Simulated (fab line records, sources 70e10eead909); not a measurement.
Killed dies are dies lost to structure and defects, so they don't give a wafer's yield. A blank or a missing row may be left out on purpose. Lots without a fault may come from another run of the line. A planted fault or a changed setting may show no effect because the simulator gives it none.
Which tool did it? | flow nand_harc | 24 lots, 72 wafers sampled, at 5 steps of a route of 1302

WHAT THE GAUGES READ, wafer by wafer
NHARC_A_BONDPAD_THK_MEAS_30: measures by ellipsometry. Usual: thk_nm 200.0 nm, standard deviation 1.2.
lot  | measured     | on            | thk_nm (nm)       | flag
L074 | day 23 06:58 | film_metro-01 | 200.1 202.7 197.3 |
L075 | day 23 10:04 | film_metro-01 | 201.6 202.0 201.1 |
L077 | day 24 02:44 | film_metro-01 | 199.3 199.0 199.6 |
L078 | day 24 04:43 | film_metro-02 | 198.3 201.4 199.6 |
L076 | day 24 07:11 | film_metro-01 | 200.8 201.3 200.3 |
L080 | day 24 17:33 | film_metro-02 | 200.3 200.9 199.3 |
L079 | day 24 18:59 | film_metro-02 | 198.4 200.1 199.8 |
L082 | day 25 20:54 | film_metro-02 | 198.0 200.1 201.0 |
L081 | day 26 04:26 | film_metro-01 | 199.9 201.1 201.0 |
L084 | day 27 05:40 | film_metro-02 | 198.6 201.2 202.5 |
L083 | day 27 06:47 | film_metro-02 | 199.0 201.3 198.6 |
L085 | day 28 02:02 | film_metro-02 | 200.7 198.7 200.8 |
L086 | day 28 03:10 | film_metro-02 | 200.6 201.8 200.8 |
L088 | day 29 05:13 | film_metro-02 | 200.2 201.0 197.8 |
L087 | day 29 10:24 | film_metro-01 | 199.1 201.8 200.8 |
L089 | day 29 17:35 | film_metro-01 | 199.6 199.0 202.5 |
L090 | day 30 01:29 | film_metro-01 | 200.3 201.6 201.5 |
L091 | day 30 12:53 | film_metro-01 | 198.0 202.3 198.9 |
L093 | day 30 13:44 | film_metro-02 | 198.0 201.7 197.2 |
L092 | day 30 18:56 | film_metro-02 | 199.8 200.8 200.7 |
L094 | day 31 21:08 | film_metro-01 | 199.0 200.7 199.9 |
L095 | day 32 05:47 | film_metro-02 | 201.1 198.4 200.8 |
L097 | day 32 20:13 | film_metro-01 | 200.9 200.4 199.0 |
L096 | day 33 12:50 | film_metro-01 | 198.1 198.9 199.6 |

WHICH TOOL RAN EACH LOT (tool, then ch and the chambers of the sampled wafers, then the start)
lot  | NHARC_A_M1_PVD_21                       | NHARC_A_M1_CMP_23             | NHARC_A_M1_PRE_CLEAN_32         | NHARC_A_M1_DEP_33
L074 | pvd_sputter-01, day 23 05:13 or earlier | cmp-02 ch 0,2,3, day 23 05:13 | pecvd-02 ch 0,1,2, day 23 05:42 | pecvd-02 ch 0,1,2, day 23 05:50
L075 | pvd_sputter-01, day 23 08:13 or earlier | cmp-01 ch 1,2,3, day 23 08:13 | pecvd-04 ch 1,2, day 23 08:47   | pecvd-04 ch 1,2, day 23 08:56
L077 | pvd_sputter-03, day 24 00:47 or earlier | cmp-01 ch 1,2,3, day 24 00:47 | pecvd-04 ch 0,2, day 24 01:23   | pecvd-04 ch 0,2, day 24 01:29
L078 | pvd_sputter-03, day 24 02:30 or earlier | cmp-02 ch 2,3, day 24 02:30   | pecvd-04 ch 0,2, day 24 03:13   | pecvd-04 ch 0,2, day 24 03:17
L076 | pvd_sputter-01, day 24 05:21 or earlier | cmp-01 ch 1,3, day 24 05:21   | pecvd-01 ch 0,2, day 24 05:56   | pecvd-01 ch 0,2, day 24 06:04
L080 | pvd_sputter-01, day 24 15:49 or earlier | cmp-02 ch 0,1,3, day 24 15:49 | pecvd-04 ch 0,1,2, day 24 16:17 | pecvd-04 ch 0,1,2, day 24 16:26
L079 | pvd_sputter-02, day 24 16:45 or earlier | cmp-04 ch 0,1, day 24 16:45   | pecvd-04 ch 0,2, day 24 17:43   | pecvd-04 ch 0,2, day 24 17:52
L082 | pvd_sputter-03, day 25 18:58 or earlier | cmp-02 ch 1,3, day 25 18:58   | pecvd-04 ch 0,1,2, day 25 19:29 | pecvd-04 ch 0,1,2, day 25 19:35
L081 | pvd_sputter-02, day 26 02:37 or earlier | cmp-02 ch 1,2,3, day 26 02:37 | pecvd-02 ch 0,1,2, day 26 03:10 | pecvd-02 ch 0,1,2, day 26 03:16
L084 | pvd_sputter-01, day 27 03:52 or earlier | cmp-01 ch 0,1,2, day 27 03:52 | pecvd-02 ch 0,1, day 27 04:20   | pecvd-02 ch 0,1, day 27 04:25
L083 | pvd_sputter-02, day 27 05:04 or earlier | cmp-01 ch 0,2,3, day 27 05:04 | pecvd-01 ch 1,2, day 27 05:32   | pecvd-01 ch 1,2, day 27 05:38
L085 | pvd_sputter-01, day 28 00:12 or earlier | cmp-01 ch 0,2,3, day 28 00:12 | pecvd-02 ch 1,2, day 28 00:44   | pecvd-02 ch 1,2, day 28 00:49
L086 | pvd_sputter-01, day 28 01:20 or earlier | cmp-01 ch 1,2,3, day 28 01:20 | pecvd-04 ch 0,1,2, day 28 01:53 | pecvd-04 ch 0,1,2, day 28 01:58
L088 | pvd_sputter-03, day 29 03:25 or earlier | cmp-04 ch 1,3, day 29 03:25   | pecvd-02 ch 0,1, day 29 03:55   | pecvd-02 ch 0,1, day 29 04:00
L087 | pvd_sputter-02, day 29 08:36 or earlier | cmp-01 ch 0,2, day 29 08:36   | pecvd-02 ch 0,1,2, day 29 09:08 | pecvd-02 ch 0,1,2, day 29 09:14
L089 | pvd_sputter-03, day 29 15:50 or earlier | cmp-01 ch 0,1,2, day 29 15:50 | pecvd-02 ch 0,1,2, day 29 16:20 | pecvd-02 ch 0,1,2, day 29 16:30
L090 | pvd_sputter-03, day 29 23:40 or earlier | cmp-04 ch 1,2,3, day 29 23:40 | pecvd-02 ch 0,1,2, day 30 00:13 | pecvd-02 ch 0,1,2, day 30 00:17
L091 | pvd_sputter-01, day 30 11:04 or earlier | cmp-01 ch 0,1,2, day 30 11:04 | pecvd-02 ch 0,1,2, day 30 11:37 | pecvd-02 ch 0,1,2, day 30 11:44
L093 | pvd_sputter-01, day 30 11:56 or earlier | cmp-01 ch 0,3, day 30 11:56   | pecvd-04 ch 0,2, day 30 12:27   | pecvd-04 ch 0,2, day 30 12:32
L092 | pvd_sputter-01, day 30 17:09 or earlier | cmp-04 ch 0,1,3, day 30 17:09 | pecvd-02 ch 0,2, day 30 17:39   | pecvd-02 ch 0,2, day 30 17:46
L094 | pvd_sputter-01, day 31 18:18 or earlier | cmp-01 ch 1,2,3, day 31 18:18 | pecvd-04 ch 0,1,2, day 31 19:41 | pecvd-04 ch 0,1,2, day 31 19:51
L095 | pvd_sputter-01, day 32 03:49 or earlier | cmp-01 ch 0,3, day 32 03:49   | pecvd-02 ch 1,2, day 32 04:20   | pecvd-02 ch 1,2, day 32 04:25
L097 | pvd_sputter-02, day 32 17:42 or earlier | cmp-04 ch 0,2,3, day 32 17:42 | pecvd-02 ch 0,1, day 32 18:55   | pecvd-02 ch 0,1, day 32 19:02
L096 | pvd_sputter-02, day 33 11:00 or earlier | cmp-04 ch 0,1, day 33 11:00   | pecvd-04 ch 1,2, day 33 11:32   | pecvd-04 ch 1,2, day 33 11:37
- NHARC_A_M1_PVD_21: deposits Cu, target thk 30 nm, time 20.49 s.
- NHARC_A_M1_CMP_23: polishes, t overpolish 20 s, target thk 154.34 nm.
- NHARC_A_M1_PRE_CLEAN_32: time 12 s.
- NHARC_A_M1_DEP_33: deposits SiCN, target thk 30 nm.

WHAT THE TOOLS THEMSELVES READ (means of the sampled wafers that have a number; where no wafer has one, the mark that the record gives instead)
NHARC_A_M1_PVD_21. Usual: throttle_valve_pct 29.6 %, standard deviation 0.96.
lot  | tool           | throttle_valve_pct (%) | flag
L074 | pvd_sputter-01 | 29.3                   |
L075 | pvd_sputter-01 | 29.3                   |
L077 | pvd_sputter-03 | 30.1                   |
L078 | pvd_sputter-03 | 29.2                   |
L076 | pvd_sputter-01 | 29.3                   |
L080 | pvd_sputter-01 | 29.3                   |
L079 | pvd_sputter-02 | 30.2                   |
L082 | pvd_sputter-03 | 29.6                   |
L081 | pvd_sputter-02 | 30.9                   |
L084 | pvd_sputter-01 | 28.7                   |
L083 | pvd_sputter-02 | 30.8                   |
L085 | pvd_sputter-01 | 28.7                   |
L086 | pvd_sputter-01 | 28.8                   |
L088 | pvd_sputter-03 | 29.8                   |
L087 | pvd_sputter-02 | 30.5                   |
L089 | pvd_sputter-03 | 30.7                   |
L090 | pvd_sputter-03 | 29.8                   |
L091 | pvd_sputter-01 | 28.5                   |
L093 | pvd_sputter-01 | 28.7                   |
L092 | pvd_sputter-01 | 28.6                   |
L094 | pvd_sputter-01 | 28.8                   |
L095 | pvd_sputter-01 | 28.9                   |
L097 | pvd_sputter-02 | 30.1                   |
L096 | pvd_sputter-02 | 29.8                   |

NHARC_A_M1_CMP_23. Usual: motor_current_A 11.4 A, standard deviation 0.85; time_to_endpoint_s 28.2 s, standard deviation 2.3.
lot  | tool   | motor_current_A (A) | time_to_endpoint_s (s) | flag
L074 | cmp-02 | 10.9                | 30.0                   |
L075 | cmp-01 | 11.1                | 28.7                   |
L077 | cmp-01 | 11.6                | 28.4                   |
L078 | cmp-02 | 10.9                | 28.4                   |
L076 | cmp-01 | 11.8                | 28.3                   |
L080 | cmp-02 | 12.1                | 29.2                   |
L079 | cmp-04 | 12.7                | 28.6                   |
L082 | cmp-02 | 12.3                | 32.0                   |
L081 | cmp-02 | 11.8                | 29.0                   |
L084 | cmp-01 | 11.1                | 25.5                   |
L083 | cmp-01 | 11.2                | 24.8                   |
L085 | cmp-01 | 10.8                | 26.1                   |
L086 | cmp-01 | 11.5                | 28.2                   |
L088 | cmp-04 | 11.4                | 27.2                   |
L087 | cmp-01 | 10.6                | 25.9                   |
L089 | cmp-01 | 11.0                | 27.8                   |
L090 | cmp-04 | 11.5                | 28.8                   |
L091 | cmp-01 | 11.1                | 28.5                   |
L093 | cmp-01 | 11.4                | 29.6                   |
L092 | cmp-04 | 11.6                | 28.9                   |
L094 | cmp-01 | 11.6                | 26.0                   |
L095 | cmp-01 | 11.5                | 28.0                   |
L097 | cmp-04 | 12.1                | 27.6                   |
L096 | cmp-04 | 12.1                | 25.2                   |

NHARC_A_M1_PRE_CLEAN_32. Usual: heater_power_w 573 W, standard deviation 47.
lot  | tool     | heater_power_w (W) | flag
L074 | pecvd-02 | 608                |
L075 | pecvd-04 | 548                |
L077 | pecvd-04 | 553                |
L078 | pecvd-04 | 573                |
L076 | pecvd-01 | 575                |
L080 | pecvd-04 | 551                |
L079 | pecvd-04 | 525                |
L082 | pecvd-04 | 589                |
L081 | pecvd-02 | 594                |
L084 | pecvd-02 | 501                |
L083 | pecvd-01 | 530                |
L085 | pecvd-02 | 539                |
L086 | pecvd-04 | 548                |
L088 | pecvd-02 | 573                |
L087 | pecvd-02 | 567                |
L089 | pecvd-02 | 537                |
L090 | pecvd-02 | 578                |
L091 | pecvd-02 | 577                |
L093 | pecvd-04 | 567                |
L092 | pecvd-02 | 589                |
L094 | pecvd-04 | 584                |
L095 | pecvd-02 | 595                |
L097 | pecvd-02 | 571                |
L096 | pecvd-04 | 627                |

NHARC_A_M1_DEP_33. Usual: heater_power_w 518 W, standard deviation 51.
lot  | tool     | heater_power_w (W) | flag
L074 | pecvd-02 | 508                |
L075 | pecvd-04 | 503                |
L077 | pecvd-04 | 514                |
L078 | pecvd-04 | 431                |
L076 | pecvd-01 | 476                |
L080 | pecvd-04 | 499                |
L079 | pecvd-04 | 447                |
L082 | pecvd-04 | 501                |
L081 | pecvd-02 | 529                |
L084 | pecvd-02 | 524                |
L083 | pecvd-01 | 465                |
L085 | pecvd-02 | 562                |
L086 | pecvd-04 | 513                |
L088 | pecvd-02 | 495                |
L087 | pecvd-02 | 556                |
L089 | pecvd-02 | 544                |
L090 | pecvd-02 | 565                |
L091 | pecvd-02 | 543                |
L093 | pecvd-04 | 488                |
L092 | pecvd-02 | 489                |
L094 | pecvd-04 | 466                |
L095 | pecvd-02 | 523                |
L097 | pecvd-02 | 493                |
L096 | pecvd-04 | 586                |

THE ANSWER, worked out from the rows above alone
Rule: a lot is off if the mean of its wafers that have a number lies more than 3 standard deviations from the usual mean. A lot without any number at a reading at which 4 lots or more have one is off too. The other lots that the step has rows for count as sound. The gauges are gone through in route order, then the tools' own readings, and for those a lot's mean is taken as printed above. The first step at which some lot is off is used, and at that step the reading that is off furthest; a lot without a number counts as furthest.
No lot is off at any reading shown: from this, nothing can be told.

WHAT THE SIMULATOR HAD PUT IN
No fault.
